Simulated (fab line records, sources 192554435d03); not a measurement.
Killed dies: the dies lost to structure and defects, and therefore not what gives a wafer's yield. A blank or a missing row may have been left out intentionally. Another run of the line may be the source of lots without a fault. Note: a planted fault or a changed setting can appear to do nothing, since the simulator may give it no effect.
fab line records ; flow n5-finfet
record: lots: 5; wafers: 15; last-day: 18
route steps=1938 shown BEOL_M3@1004 BEOL_M4@1021 PASSIVATION@1936
lots that met no fault: from a run of the same line without faults
start-h: hours from the record's opening day to when the first of the lot's shown wafers began ; wait-h: time in hours since the lot's previous step ; " the same as in the row above ; L1.1+2: a row that stands for several wafers ; - either no value or no given start ; * or withheld: withheld ; < > ~ a bound
route shown NAME@n: NAME is a module with steps in the file, n the number in the route of the first one ; usual: average and standard deviation across the fault-free wafers ; same: alike in all rows ; chamber/n: place in a boat ; sites: each site's reading ; _std_site: standard deviation of those values ; _edge_site: inner sites' mean taken away from outer sites' mean ; radius-mm: how far each site lies from the wafer's centre ; mask NAME#n: copy n ; behind: tool/chamber where the wafer was last shaped ; hold: why the lot was held/for how many hours/how that ended ; device: the n, p or np transistor that did not switch ; end of line: at the end of the route, the tests of the same wafers ; a step given without rows: its recipe and nothing more ; killed: at the first sort, the dies lost to defects and structure; wafer yield is something else ; map: the dies of a wafer, with x for killed, . for not killed, _ for no die there
set.NAME: the setting as run; set.NAME@STEP: as run at that earlier step ; model.NAME: the simulator's own value behind a step, which no gauge read
a table for each step, a row for each wafer; lots at some steps of the route
services: when a tool's chamber went out of use (start-h, in hours from the record's first day, below 0 if earlier), for how many hours, and the reason
== steps ==
step: N5_BEOL_M3_SPUTTER_90
recipe: material: Cu; target-thk-a: 45; temp-c: -20; chamber-pressure-pa: 0.07; power-w: withheld; time-s: 8.29
step: N5_BEOL_M3_ANNEAL_91
recipe: temp-c: 400; time-s: 240; ambient: vacuum
step: N5_BEOL_M3_SPUTTER_92
recipe: material: Cu; target-thk-a: 45; temp-c: -20; chamber-pressure-pa: 0.07; power-w: withheld; time-s: 8.29
step: N5_BEOL_M3_ANNEAL_93
recipe: temp-c: 400; time-s: 240; ambient: vacuum
usual: heater-power-w: 817/78; susceptor_temp_C_max: 401.1/0.32
lot.wafer;tool;chamber;start-h;wait-h;heater-power-w;susceptor_temp_C_max
L388.1;pvd-sputter-03;-;181.01;0.0;892;400.9
L388.4;pvd-sputter-03;-;181.01;0.0;752;400.9
L388.5;pvd-sputter-03;-;181.01;0.0;870;400.8
L390.1;pvd-sputter-03;-;183.91;0.0;820;401.1
L390.2;pvd-sputter-03;-;183.91;0.0;737;401.2
L390.5;pvd-sputter-03;-;183.91;0.0;881;400.9
L391.3;pvd-sputter-03;-;204.31;0.0;822;401.2
L391.4;pvd-sputter-03;-;204.31;0.0;865;400.6
L391.5;pvd-sputter-03;-;204.31;0.0;760;400.5
L403.2;pvd-sputter-02;-;276.91;0.0;743;401.4
L403.4;pvd-sputter-02;-;276.91;0.0;806;401.1
L403.6;pvd-sputter-02;-;276.91;0.0;799;401.4
L406.1;pvd-sputter-02;-;295.64;0.0;801;400.9
L406.3;pvd-sputter-02;-;295.64;0.0;910;400.4
L406.4;pvd-sputter-02;-;295.64;0.0;995;401.4
step: N5_BEOL_M3_SPUTTER_94
recipe: material: Cu; target-thk-a: 45; temp-c: -20; chamber-pressure-pa: 0.07; power-w: withheld; time-s: 8.29
step: N5_BEOL_M3_ANNEAL_95
recipe: temp-c: 400; time-s: 240; ambient: vacuum
step: N5_BEOL_M3_SPUTTER_96
recipe: material: Cu; target-thk-a: 45; temp-c: -20; chamber-pressure-pa: 0.07; power-w: withheld; time-s: 8.29
step: N5_BEOL_M3_ECD_50
recipe: material: Cu; target-thk-a: 3000
step: N5_BEOL_M3_ANNEAL_51
recipe: temp-c: 225; time-s: 90; ambient: N2
step: N5_BEOL_M3_CMP_52
recipe: stop-on: SiOC; t-overpolish-s: 6.8; down-force-psi: 1; platen-rpm: 50; clearing-platen-down-force-psi: 1.5; clearing-platen-rpm: 50; post-cmp-clean: cu-alkaline; target-thk-nm: 40; clearing-platen-pad-velocity-m-s: 0.99484; pad-velocity-m-s: 0.99484
step: N5_BEOL_M3_THK_MEAS_53
recipe: thk-meas-gauge: xrf; reads: Cu_of_BEOL_M3_ECD_50
usual: M3_THK: 40.2/1.4
lot.wafer;tool;chamber;start-h;wait-h;M3_THK[nm]
L388.1;film-metro-02;-;182.15;-;39.9
L388.4;film-metro-02;-;182.15;-;41.6
L388.5;film-metro-02;-;182.15;-;40.2
L390.1;film-metro-02;-;185.05;-;39.6
L390.2;film-metro-02;-;185.05;-;39.8
L390.5;film-metro-02;-;185.05;-;40.8
L391.3;film-metro-01;-;205.46;-;37.6
L391.4;film-metro-01;-;205.46;-;40.5
L391.5;film-metro-01;-;205.46;-;40.2
L403.2;film-metro-02;-;278.06;-;39.5
L403.4;film-metro-02;-;278.06;-;40.5
L403.6;film-metro-02;-;278.06;-;41.0
L406.1;film-metro-01;-;297.03;-;39.3
L406.3;film-metro-01;-;297.03;-;38.8
L406.4;film-metro-01;-;297.03;-;40.6
step: N5_BEOL_M3_PRE_CLEAN_60
recipe: gas: NH3/H2; time-s: 15; temp-c: *; rf-power-w: 300
step: N5_BEOL_M3_CO_CAP_55
recipe: material: Co; target-thk-a: 20; temp-c: 200; precursor: CCTBA/H2; pressure-torr: 30; time-s: 102.1
usual: heater-power-outer-w: 124/17; heater-power-w: 238/29
lot.wafer;tool;chamber;start-h;wait-h;heater-power-outer-w;heater-power-w
L388.1;cvd-co-02;0;182.23;0.0;126;236
L388.4;cvd-co-02;0;182.23;0.0;127;241
L388.5;cvd-co-02;1;182.23;0.0;135;252
L390.1;cvd-co-01;1;185.13;0.0;140;245
L390.2;cvd-co-01;2;185.13;0.0;148;281
L390.5;cvd-co-01;2;185.13;0.0;147;287
L391.3;cvd-co-01;0;205.53;0.0;98;212
L391.4;cvd-co-01;0;205.53;0.0;99;209
L391.5;cvd-co-01;2;205.53;0.0;146;288
L403.2;cvd-co-02;2;278.14;0.0;106;200
L403.4;cvd-co-02;2;278.14;0.0;105;200
L403.6;cvd-co-02;0;278.14;0.0;124;233
L406.1;cvd-co-02;1;297.11;0.0;134;251
L406.3;cvd-co-02;2;297.11;0.0;104;200
L406.4;cvd-co-02;1;297.11;0.0;139;252
step: N5_BEOL_M3_PRE_CLEAN_56
recipe: gas: NH3; time-s: 15; temp-c: withheld; rf-power-w: 300
step: N5_BEOL_M3_DEP_57
recipe: material: SiCN; target-thk-a: 80; temp-c: withheld; precursor: 3MS/NH3; pressure-torr: 3; rf-w: 202; time-s: 14
usual: showerhead-plenum-p-Torr: 3.667/0.0093; throttle-valve-pct: 9.2/0.61
lot.wafer;tool;chamber;start-h;wait-h;showerhead-plenum-p-Torr;throttle-valve-pct
L388.1;pecvd-01;0;182.35;0.0;3.665;8.7
L388.4;pecvd-01;1;182.35;0.0;3.664;9.8
L388.5;pecvd-01;0;182.35;0.0;3.653;8.5
L390.1;pecvd-01;1;185.25;0.0;3.654;9.7
L390.2;pecvd-01;0;185.25;0.0;3.658;8.7
L390.5;pecvd-01;2;185.25;0.0;3.658;9.3
L391.3;pecvd-03;2;205.65;0.0;3.658;8.8
L391.4;pecvd-03;1;205.65;0.0;3.671;10.7
L391.5;pecvd-03;2;205.65;0.0;3.669;8.3
L403.2;pecvd-01;2;278.25;0.0;3.657;9.4
L403.4;pecvd-01;0;278.25;0.0;3.667;8.5
L403.6;pecvd-01;1;278.25;0.0;3.669;9.6
L406.1;pecvd-01;0;297.22;0.0;3.665;8.5
L406.3;pecvd-01;2;297.22;0.0;3.668;9.7
L406.4;pecvd-01;2;297.22;0.0;3.663;9.8
step: N5_BEOL_M3_RS_MEAS_58
recipe: thk-meas-gauge: four-point-probe; reads: Co_of_BEOL_M3_CO_CAP_55+Cu_of_BEOL_M3_ECD_50+Co_of_BEOL_M3_CVD_47+TaN_of_BEOL_M3_ALD_84
usual: M3_RS: 0.662/0.029
lot.wafer;tool;chamber;start-h;wait-h;M3_RS[ohm/sq]
L388.1;film-metro-02;-;182.41;0.0;0.664
L388.4;film-metro-02;-;182.41;0.0;0.629
L388.5;film-metro-02;-;182.41;0.0;0.660
L390.1;film-metro-01;-;185.31;0.0;0.673
L390.2;film-metro-01;-;185.31;0.0;0.661
L390.5;film-metro-01;-;185.31;0.0;0.649
L391.3;film-metro-02;-;205.72;0.1;0.729
L391.4;film-metro-02;-;205.72;0.1;0.661
L391.5;film-metro-02;-;205.72;0.1;0.667
L403.2;film-metro-02;-;278.32;0.1;0.673
L403.4;film-metro-02;-;278.32;0.1;0.651
L403.6;film-metro-02;-;278.32;0.1;0.638
L406.1;film-metro-01;-;297.29;0.0;0.677
L406.3;film-metro-01;-;297.29;0.0;0.693
L406.4;film-metro-01;-;297.29;0.0;0.652
step: N5_BEOL_M3_INSPECT_59
recipe: inspect-instrument: darkfield; mode: post-dep
usual: raw-defect-count: 72/24
lot.wafer;tool;chamber;start-h;wait-h;raw-defect-count
L388.1;defect-inspect-02;-;182.44;0.0;123
L388.4;defect-inspect-02;-;182.44;0.0;95
L388.5;defect-inspect-02;-;182.44;0.0;104
L390.1;defect-inspect-02;-;185.34;0.0;50
L390.2;defect-inspect-02;-;185.34;0.0;85
L390.5;defect-inspect-02;-;185.34;0.0;119
L391.3;defect-inspect-01;-;205.75;0.0;60
L391.4;defect-inspect-01;-;205.75;0.0;64
L391.5;defect-inspect-01;-;205.75;0.0;890
L403.2;defect-inspect-02;-;278.35;0.0;47
L403.4;defect-inspect-02;-;278.35;0.0;69
L403.6;defect-inspect-02;-;278.35;0.0;101
L406.1;defect-inspect-02;-;297.32;0.0;101
L406.3;defect-inspect-02;-;297.32;0.0;64
L406.4;defect-inspect-02;-;297.32;0.0;37
step: N5_BEOL_M4_ILD_DEP_00
recipe: material: SiOC; target-thk-a: 790; temp-c: 350; precursor: DEMS/O2; pressure-torr: 5; rf-w: 500; time-s: 15.3
usual: heater-power-outer-w: 238/37; heater-power-w: 446/63; showerhead-plenum-p-Torr: 5.696/0.016; throttle-valve-pct: 12.2/0.79
lot.wafer;tool;chamber;start-h;wait-h;heater-power-outer-w;heater-power-w;showerhead-plenum-p-Torr;throttle-valve-pct
L388.1;pecvd-01;2;182.48;0.0;165;345;5.697;12.7
L388.4;pecvd-01;0;182.48;0.0;210;410;5.696;11.2
L388.5;pecvd-01;1;182.48;0.0;233;440;5.693;13.0
L390.1;pecvd-01;0;185.38;0.0;211;399;5.690;11.1
L390.2;pecvd-01;2;185.38;0.0;206;391;5.693;12.6
L390.5;pecvd-01;1;185.38;0.0;203;380;5.687;12.7
L391.3;pecvd-01;2;205.78;0.0;202;394;5.695;12.6
L391.4;pecvd-01;2;205.78;0.0;212;396;5.694;12.7
L391.5;pecvd-01;1;205.78;0.0;228;423;5.706;13.0
L403.2;pecvd-04;2;278.38;0.0;218;386;5.700;11.8
L403.4;pecvd-04;0;278.38;0.0;246;462;5.679;11.8
L403.6;pecvd-04;2;278.38;0.0;220;385;5.689;11.9
L406.1;pecvd-02;0;297.35;0.0;236;410;5.663;12.0
L406.3;pecvd-02;2;297.35;0.0;299;572;5.719;10.9
L406.4;pecvd-02;1;297.35;0.0;288;490;5.684;13.2
step: N5_BEOL_M4_THK_MEAS_01
recipe: reads: SiOC_of_BEOL_M4_ILD_DEP_00
usual: M4_ILD_THK: 78.7/1.1
lot.wafer;tool;chamber;start-h;wait-h;M4_ILD_THK[nm]
L388.1;film-metro-02;-;182.54;0.0;79.2
L388.4;film-metro-02;-;182.54;0.0;79.0
L388.5;film-metro-02;-;182.54;0.0;78.5
L390.1;film-metro-02;-;185.44;0.0;78.3
L390.2;film-metro-02;-;185.44;0.0;79.2
L390.5;film-metro-02;-;185.44;0.0;81.1
L391.3;film-metro-02;-;205.85;0.1;77.9
L391.4;film-metro-02;-;205.85;0.1;79.1
L391.5;film-metro-02;-;205.85;0.1;80.4
L403.2;film-metro-01;-;278.45;0.1;75.2
L403.4;film-metro-01;-;278.45;0.1;77.3
L403.6;film-metro-01;-;278.45;0.1;77.2
L406.1;film-metro-01;-;297.42;0.0;79.3
L406.3;film-metro-01;-;297.42;0.0;79.6
L406.4;film-metro-01;-;297.42;0.0;80.7
step: N5_BEOL_M4_PECVD_72
recipe: material: SiO2; target-thk-a: 160; temp-c: 400; precursor: TEOS/O2; pressure-torr: 5.5; rf-w: 450; teos-flow-sccm: 53.8; gas: O2; flow-sccm: 3000; time-s: 18
usual: heater-power-outer-w: 387/54; heater-power-w: 654/86; showerhead-plenum-p-Torr: 8.79/0.065; throttle-valve-pct: 22.8/1.4
lot.wafer;tool;chamber;start-h;wait-h;heater-power-outer-w;heater-power-w;showerhead-plenum-p-Torr;throttle-valve-pct
L388.1;pecvd-04;0;182.58;0.0;420;744;8.76;21.6
L388.4;pecvd-04;2;182.58;0.0;347;573;8.77;21.9
L388.5;pecvd-04;1;182.58;0.0;457;771;8.91;23.2
L390.1;pecvd-04;2;185.48;0.0;396;631;8.77;22.0
L390.2;pecvd-04;0;185.48;0.0;428;750;8.74;21.6
L390.5;pecvd-04;1;185.48;0.0;371;652;8.93;23.4
L391.3;pecvd-02;1;205.90;0.1;452;698;8.78;25.1
L391.4;pecvd-02;0;205.90;0.1;392;642;8.73;22.0
L391.5;pecvd-02;0;205.90;0.1;397;639;8.72;22.2
L403.2;pecvd-01;0;278.49;0.0;381;630;8.77;21.2
L403.4;pecvd-01;1;278.49;0.0;405;660;8.80;24.2
L403.6;pecvd-01;0;278.49;0.0;368;641;8.77;21.0
L406.1;pecvd-01;1;297.46;0.0;355;609;8.79;24.2
L406.3;pecvd-01;2;297.46;0.0;304;543;8.76;24.0
L406.4;pecvd-01;2;297.46;0.0;300;531;8.78;23.8
step: N5_BEOL_M4_HM_DEP_02
recipe: material: TiN; target-thk-a: 200; temp-c: 25; chamber-pressure-pa: 0.49996
step: N5_BEOL_M4_COAT_61
recipe: resist: SOC; temp-c: 250; time-s: 60; spin-rpm: 1500; resist-thk-nm: 60
step: N5_BEOL_M4_COAT_62
recipe: resist: SiARC; temp-c: 220; time-s: 60; spin-rpm: 1500; resist-thk-nm: 12
step: N5_BEOL_M4_COAT_73
recipe: resist: underlayer; temp-c: 205; time-s: 60; spin-rpm: 1500; resist-thk-nm: 5
step: N5_BEOL_M4_COAT_05
recipe: resist: CAR-EUV; spin-rpm: 1500; resist-thk-nm: 30
step: N5_BEOL_M4_EBR_07
recipe: solvent: PGMEA; ebr-width-mm: 1.5
step: N5_BEOL_M4_SOFTBAKE_06
recipe: temp-c: 110; time-s: 60; resist: CAR-EUV
step: N5_BEOL_M4_EXPOSE_08
recipe: mask-id: M4; na: 0.33; source-shape: dipole; sigma-inner: 0.369; sigma-outer: 0.767; polarization: unpolarized; dose-mj: 41.25
step: N5_BEOL_M4_PEB_09
recipe: peb-temp-c: 100; peb-time-s: 60; resist: CAR-EUV
step: N5_BEOL_M4_DEVELOP_10
recipe: develop-time-s: 30; developer: TMAH; resist: CAR-EUV; rinse-liquid: surfactant-rinse; dry: air-spin; dev-temp-c: 23
step: N5_BEOL_M4_CD_MEAS_11
recipe: target-cd-nm: 16.79; landing-energy-ev: 500; detector: se-inlens; polarity: opening
usual: cd-nm: 16.79/0.22
lot.wafer;tool;chamber;start-h;wait-h;cd-nm
L388.1;cd-sem-03;0;183.94;-;16.87
L388.4;cd-sem-03;0;183.94;-;16.71
L388.5;cd-sem-03;0;183.94;-;16.38
L390.1;cd-sem-01;0;187.91;-;16.72
L390.2;cd-sem-01;0;187.91;-;16.92
L390.5;cd-sem-01;0;187.91;-;16.39
L391.3;cd-sem-02;0;209.16;-;16.70
L391.4;cd-sem-02;0;209.16;-;16.99
L391.5;cd-sem-02;0;209.16;-;16.93
L403.2;cd-sem-01;0;281.03;-;16.85
L403.4;cd-sem-01;0;281.03;-;16.77
L403.6;cd-sem-01;0;281.03;-;16.74
L406.1;cd-sem-01;0;300.41;-;16.87
L406.3;cd-sem-01;0;300.41;-;16.96
L406.4;cd-sem-01;0;300.41;-;16.62
step: N5_BEOL_M4_OVL_MEAS_12
recipe: points-per-wafer: 522
usual: M4_OVL: -0.4/0.73
lot.wafer;tool;chamber;start-h;wait-h;M4_OVL[nm]
L388.1;overlay-01;0;183.97;0.0;-1.1
L388.4;overlay-01;0;183.97;0.0;-0.9
L388.5;overlay-01;0;183.97;0.0;0.0
L390.1;overlay-01;0;187.94;0.0;-0.8
L390.2;overlay-01;0;187.94;0.0;-0.2
L390.5;overlay-01;0;187.94;0.0;-0.1
L391.3;overlay-01;0;209.20;0.0;-1.6
L391.4;overlay-01;0;209.20;0.0;-1.7
L391.5;overlay-01;0;209.20;0.0;-0.8
L403.2;overlay-02;0;281.06;0.0;-0.1
L403.4;overlay-02;0;281.06;0.0;-0.1
L403.6;overlay-02;0;281.06;0.0;-1.0
L406.1;overlay-02;0;300.44;0.0;-0.3
L406.3;overlay-02;0;300.44;0.0;-0.9
L406.4;overlay-02;0;300.44;0.0;-0.8
step: N5_BEOL_M4_INSPECT_13
recipe: mode: adi; inspect-instrument: brightfield
usual: raw-defect-count: 401/90
lot.wafer;tool;chamber;start-h;wait-h;raw-defect-count
L388.1;defect-inspect-01;-;184.03;0.1;520
L388.4;defect-inspect-01;-;184.03;0.1;453
L388.5;defect-inspect-01;-;184.03;0.1;387
L390.1;defect-inspect-02;-;188.00;0.1;381
L390.2;defect-inspect-02;-;188.00;0.1;363
L390.5;defect-inspect-02;-;188.00;0.1;492
L391.3;defect-inspect-01;-;209.25;0.0;295
L391.4;defect-inspect-01;-;209.25;0.0;374
L391.5;defect-inspect-01;-;209.25;0.0;1205
L403.2;defect-inspect-02;-;281.11;0.0;452
L403.4;defect-inspect-02;-;281.11;0.0;466
L403.6;defect-inspect-02;-;281.11;0.0;524
L406.1;defect-inspect-01;-;300.50;0.1;405
L406.3;defect-inspect-01;-;300.50;0.1;250
L406.4;defect-inspect-01;-;300.50;0.1;229
step: N5_BEOL_M4_DESCUM_16
recipe: chemistry: O2; time-s: 7; source-power-w: 50; bias-power-w: 20; pressure-mtorr: 20; rf-frequency-hz: 2.712e+07; temp-c: 40; resist: CAR-EUV; o2-flow-sccm: 225
usual: drypump-motor-current-A: 5.8/0.37; oes-product-au: 0.79/0.081; rf-vpp-V: 243.7/1.7; showerhead-plenum-p-Torr: 2.12/0.1; throttle-valve-pct: 20.34/0.13
lot.wafer;tool;chamber;start-h;wait-h;drypump-motor-current-A;oes-product-au;rf-hours-counter-h;rf-vpp-V;showerhead-plenum-p-Torr;throttle-valve-pct
L388.1;rie-diel-02;3;184.06;0.0;5.9;0.74;188;245.1;2.17;20.24
L388.4;rie-diel-02;1;184.06;0.0;5.5;0.81;83;244.5;2.20;20.34
L388.5;rie-diel-02;2;184.06;0.0;6.4;0.66;-;242.3;2.05;20.57
L390.1;rie-diel-05;2;188.03;0.0;5.8;0.91;15;245.5;2.23;20.28
L390.2;rie-diel-05;1;188.03;0.0;5.4;0.76;140;241.2;1.92;20.50
L390.5;rie-diel-05;3;188.03;0.0;6.3;0.70;-;243.9;2.15;20.65
L391.3;rie-diel-05;3;209.31;0.1;6.3;0.70;247;244.2;2.15;20.66
L391.4;rie-diel-05;1;209.31;0.1;5.4;0.75;146;239.1;1.91;20.51
L391.5;rie-diel-05;2;209.31;0.1;5.8;0.89;-;245.0;2.23;20.29
L403.2;rie-diel-05;1;281.31;0.2;5.4;0.73;173;240.5;1.91;20.54
L403.4;rie-diel-05;3;281.31;0.2;6.3;0.92;13;244.2;2.15;20.31
L403.6;rie-diel-05;3;281.31;0.2;6.3;0.93;-;244.9;2.14;20.29
L406.1;rie-diel-04;3;301.68;1.2;6.0;0.70;244;242.2;2.06;20.39
L406.3;rie-diel-04;0;301.68;1.2;6.4;0.83;90;244.3;2.22;20.30
L406.4;rie-diel-04;2;301.68;1.2;6.1;0.81;103;242.2;2.01;20.58
step: N5_BEOL_M4_RC_MEAS_101
usual: DIBL_N: 35.9/1.3; DIBL_P: 35.9/1.5; IOFF_N: 0.152/0.023; IOFF_P: 0.204/0.027; ION_N: 673/9.2; ION_P: 462/6.7; SS_N: 71.4/0.48; SS_P: 73.2/0.55; VT_N: 250.3/2.6; VT_P: -250.6/3
lot.wafer;tool;chamber;start-h;wait-h;DIBL_N[mV/V];DIBL_P[mV/V];IOFF_N[nA/um];IOFF_P[nA/um];ION_N[uA/um];ION_P[uA/um];SS_N[mV/dec];SS_P[mV/dec];VT_N[mV];VT_P[mV]
L390.1;prober-01;0;208.44;0.0;33.9;33.4;0.111;0.167;667;465;70.2;72.2;252.3;-254.0
L390.2;prober-01;0;208.44;0.0;35.6;35.4;0.142;0.194;664;458;71.1;73.6;251.6;-250.2
L390.5;prober-01;0;208.44;0.0;36.7;37.1;0.156;0.220;678;470;71.8;73.6;248.0;-251.2
L388.1;prober-02;0;210.24;0.0;35.9;36.7;0.157;0.184;676;454;70.9;73.6;250.0;-255.3
L388.4;prober-02;0;210.24;0.0;35.6;36.1;0.153;0.183;677;455;71.4;73.0;249.8;-253.7
L388.5;prober-02;0;210.24;0.0;34.1;34.7;0.131;0.165;657;451;70.7;73.4;253.1;-255.4
L391.3;prober-02;0;231.18;0.3;35.4;34.6;0.131;0.205;656;458;71.9;73.1;250.6;-250.5
L391.4;prober-02;0;231.18;0.3;37.0;36.0;0.162;0.232;660;457;71.7;73.6;250.2;-247.1
L391.5;prober-02;0;231.18;0.3;37.2;36.7;0.159;0.238;677;466;71.5;73.3;252.4;-249.9
L403.2;prober-02;0;302.38;0.2;35.0;37.0;0.149;0.214;677;462;71.4;72.4;249.3;-249.2
L403.4;prober-02;0;302.38;0.2;36.0;37.6;0.170;0.232;686;473;71.8;73.5;249.0;-245.5
L403.6;prober-02;0;302.38;0.2;35.0;36.6;0.145;0.206;670;468;72.1;73.3;251.0;-251.0
L406.1;prober-02;0;313.43;0.0;34.7;35.3;0.125;0.155;659;449;71.1;73.1;254.6;-258.7
L406.3;prober-02;0;313.43;0.0;33.6;34.2;0.110;0.139;651;442;71.5;73.1;257.0;-256.1
L406.4;prober-02;0;313.43;0.0;35.3;36.8;0.139;0.175;659;454;70.8;73.2;252.8;-252.4
step: N5_PASSIVATION_PROBE_49
usual: defect-limited-yield: 91.0/1.5; killed_at_M0_to_M3: 37/12; killed_at_M4_up: 13/5; killed-at-contacts: 13/6.1; killed-at-front-end: 39/11; killed-at-other: 4/3.2; killed-dies: 106/17; killed-open: 69/12; killed-short: 35/7.9; sort_bin_5_function: 5.3/1; sort_bin_6_memory: 3.3/0.68; sort-n-pass: 1074/17; sort-yield-pct: 91.0/1.5
same: gross-dies: 1180; killed-at-back-side: 0; sort_bin_4_leakage[%]: 0; sort_bin_8_speed[%]: 0
lot.wafer;tool;chamber;start-h;wait-h;defect-limited-yield[%];killed_at_M0_to_M3;killed_at_M4_up;killed-at-contacts;killed-at-front-end;killed-at-other;killed-dies;killed-open;killed-short;sort_bin_5_function[%];sort_bin_6_memory[%];sort-n-pass;sort-yield-pct[%]
L391.5;prober-01;-;335.51;0.2;86.2;97;19;8;37;2;163;71;42;7.7;4.4;1017;86.2
killed by level:class
L391.5 BEOL_M3:unspecified=49 BEOL_M0_SAQP:geometric-particle:short=21 BEOL_M0_SAQP:geometric-particle:open=14 STI_FIN_REVEAL:geometric-particle:open=12 BEOL_M4:geometric-particle:open=7 GATE_CUT:geometric-particle:open=6 MOL_CONTACT_COAG:geometric-particle:open=6 BEOL_M4:geometric-particle:short=5
map L391.5 (x killed, . not)
_________________....x....x..________________
______________.................x_____________
___________.xx........x............__________
__________.........................._________
________...x....x.x..................._______
_______....x...x..................x....______
______.........................x..x....._____
_____...x........x..x...x.......x....x...____
____x..........x..........................___
___.....................................x..__
___...................x.......x............__
__..........x......x.............x.........._
__...............xx............x............_
_xx............xx..x....x..x...x.............
_xxx...x..........x...x...............x....x.
_xxxx.x....x.....x..x...x........x.x....x....
_xxxxx..............................x.......x
_xxxxxx.x......xxxx........x.........x....x..
_xxxxxx................x..........xx.........
_xxxxxx................x........x............
_xxxxx...........x.............x....x........
__xxxxx.........x........x........x........._
__xxxxx..xxx..x...x........................._
___xx................x.x.......x...........__
___x.x.x.................x............xx...__
____..........x.x.x.............x.........___
_____.........x..............x...........____
______.............x.....x......xx......_____
_______.....x......x.....x.x....x....x.______
________.............................._______
__________......xx....x.x.....x....._________
___________x..............x........__________
______________....x....x..xx...._____________
_________________........x..x________________
map L390.1 (x killed, . not)
_________________............________________
______________..x..............._____________
___________.....x..................__________
__________.....x..................x._________
________......x..xx.....xx...........x_______
_______x....x........x..........xx.....______
______.................................._____
_____...............................x....____
____...............x........x.............___
___.................xx..........x.x..x..x..__
___..x...........x.........................__
__..................x...x.....xx............_
__.............x.........x.x................_
_....xx.....................x...x..........x.
_..............x..............x..............
_x.............x....x....x...................
_x........x......................x..x.....xx.
_................x..............x..........x.
_...................x.....................xx.
_x............x...........x....x.........x..x
_.....x............x.........................
__...x.....x.......x...x......x...x....x...._
__...........x..x.........x..x....x........._
___............xx............x.x.x......x..__
___.................xx.....x...............__
____...............x.......x.....x.......x___
_____.......................x............____
______..............x..x................_____
_______....x......x....................______
________...x....x....................._______
__________.........................._________
___________....x...................__________
______________....x.x..x.....x.._____________
_________________..x..x......________________
== services ==
tool;chamber;start-h;hours;kind
pvd-sputter-03;-;186.76;4.3;repair
pecvd-02;0;189.16;5.0;scheduled-down
cvd-co-02;-;191.85;0.4;repair
pecvd-04;-;198.44;0.5;repair
pecvd-02;2;202.38;-;clean
pecvd-02;2;202.38;-;consumable-replace:showerhead
pecvd-02;2;202.38;29.0;scheduled-down
pecvd-02;2;202.38;29.0;vent-cycle
cvd-co-01;-;214.39;6.0;pm
pecvd-04;2;216.90;6.0;repair
cvd-co-01;-;221.28;1.4;repair
rie-diel-05;3;226.36;1.8;repair
rie-diel-05;3;228.48;-;clean
rie-diel-05;3;228.48;-;consumable-replace:focus-ring
rie-diel-05;3;228.48;13.1;scheduled-down
rie-diel-05;3;228.48;13.1;vent-cycle
pecvd-04;0;256.22;2.1;scheduled-down
pecvd-04;2;264.65;2.1;scheduled-down
rie-diel-05;0;267.67;7.6;repair
pecvd-01;-;273.03;1.2;repair
pecvd-03;0;279.12;5.2;repair
pecvd-01;-;288.17;2.8;pm
cvd-co-02;-;288.86;4.3;pm
pecvd-03;-;297.02;5.5;pm
== key ==
first-sign: step: N5_BEOL_M3_INSPECT_59; reading: raw-defect-count; direction: up; sigmas: 34; usual: 72; struck: 890
effect: step: N5_BEOL_M4_INSPECT_13; reading: raw-defect-count; direction: up; sigmas: 8.9; usual: 401; struck: 1205
effect: step: N5_PASSIVATION_PROBE_49; reading: killed_at_M0_to_M3; direction: up; sigmas: 5.1; usual: 37; struck: 97
more-kills-born-at: N5_BEOL_M3_CO_CAP_55@cvd-co-01: 49
met-at N5_BEOL_M3_CO_CAP_55
struck-wafers L391.5
onset-between 185.13 205.53
fault: kind: chamber-particle-source; tool: cvd-co-01; chamber: 2; onset-h: 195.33; steps: N5_BEOL_M3_CO_CAP_55; rate-per-visit-cm2: 1.2962; end-h: 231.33
